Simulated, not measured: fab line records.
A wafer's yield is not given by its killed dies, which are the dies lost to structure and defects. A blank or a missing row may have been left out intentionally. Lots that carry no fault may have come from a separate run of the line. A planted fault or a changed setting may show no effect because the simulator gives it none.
2 desks, one fault / flow nand_harc / each desk has only its own numbers; what lay behind them comes last

## FROM THE METROLOGY DESK
Means of the sampled wafers that have a number, per lot and without regard to the tool the lot ran on: this is what the gauges read. The brackets show how far a lot's mean lies from the usual mean; more than 4 standard deviations puts the lot out of limits, marked OUT.
Columns: A = cd_nm at NHARC_A_CONTACT_CD_MEAS_69, usual 300.0 nm; B = overlay_x_nm at NHARC_A_CONTACT_OVL_MEAS_70, usual -0.3 nm; C = overlay_y_nm at NHARC_A_CONTACT_OVL_MEAS_70, usual 0.0 nm
lot=L119; first seen here=day 21 03:25; A=299.6; B=-1.4; C=0.7
lot=L121; first seen here=day 21 16:25; A=300.3; B=-1.3; C=-0.3
lot=L118; first seen here=day 21 18:16; A=299.8; B=0.4; C=0.2
lot=L127; first seen here=day 24 22:58; A=294.4 (-12) OUT; B=-0.4; C=0.8
lot=L128; first seen here=day 24 23:59; A=295.6 (-9.7) OUT; B=0.0; C=2.0
lot=L132; first seen here=day 26 15:13; A=299.4; B=1.6; C=0.3
lot=L133; first seen here=day 26 21:53; A=299.9; B=0.5; C=-1.2
lot=L135; first seen here=day 27 12:18; A=299.7; B=-0.4; C=1.0
lot=L136; first seen here=day 28 03:55; A=300.1; B=-1.3; C=0.4
lot=L138; first seen here=day 29 11:58; A=300.2; B=-0.8; C=0.4
lot=L141; first seen here=day 30 10:51; A=300.0; B=-0.0; C=-0.5
lot=L140; first seen here=day 30 15:34; A=300.5; B=-0.7; C=0.3
Finding of this desk: L127, L128 out of limits; the first was L127 at day 24 22:58, on cd_nm at NHARC_A_CONTACT_CD_MEAS_69. L119, L121, L118, L132, L133, L135, L136, L138, L141, L140: within limits.

## DESK OF THE TOOL OWNER: arfi_scanner-03
The tool's own readings at NHARC_A_CONTACT_EXPOSE_66 (exposes mask A CC 2): means of the sampled wafers that have a number, for each lot that ran on this tool. The brackets show how far a lot's mean lies from the usual mean; more than 4 standard deviations puts the lot out of limits, marked OUT.
Columns: A = exposure_dose_mJ_cm2 at NHARC_A_CONTACT_EXPOSE_66, usual 59.6; B = stage_vel_mm_s at NHARC_A_CONTACT_EXPOSE_66, usual 500.02 mm/s
lot=L121; first seen here=day 21 16:17; A=59.5; B=500.05
lot=L127; first seen here=day 24 22:50; A=52.3 (-22) OUT; B=500.39
lot=L128; first seen here=day 24 23:51; A=53.7 (-17) OUT; B=499.79
Finding of this desk: L127, L128 out of limits; the first was L127 at day 24 22:50, on exposure_dose_mJ_cm2 at NHARC_A_CONTACT_EXPOSE_66. L121: within limits.

## TAKEN TOGETHER
An alarm could have come from the tool owner's desk at day 24 22:50, on L127, L128.
Metrology desk: alarm possible at day 24 22:58 on L127, L128.
On arfi_scanner-03, each named lot ran NHARC_A_CONTACT_EXPOSE_66.

## WHAT THE SIMULATOR PUT IN
Drift in process parameters on arfi_scanner-03 at NHARC_A_CONTACT_EXPOSE_66, starting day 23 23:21. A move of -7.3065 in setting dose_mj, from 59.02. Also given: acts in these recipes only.
Shown lots that were struck: L127, L128.
Time in hours from fault onset to the first out-of-limits reading at each desk: tool owner's desk 23, metrology desk 24.
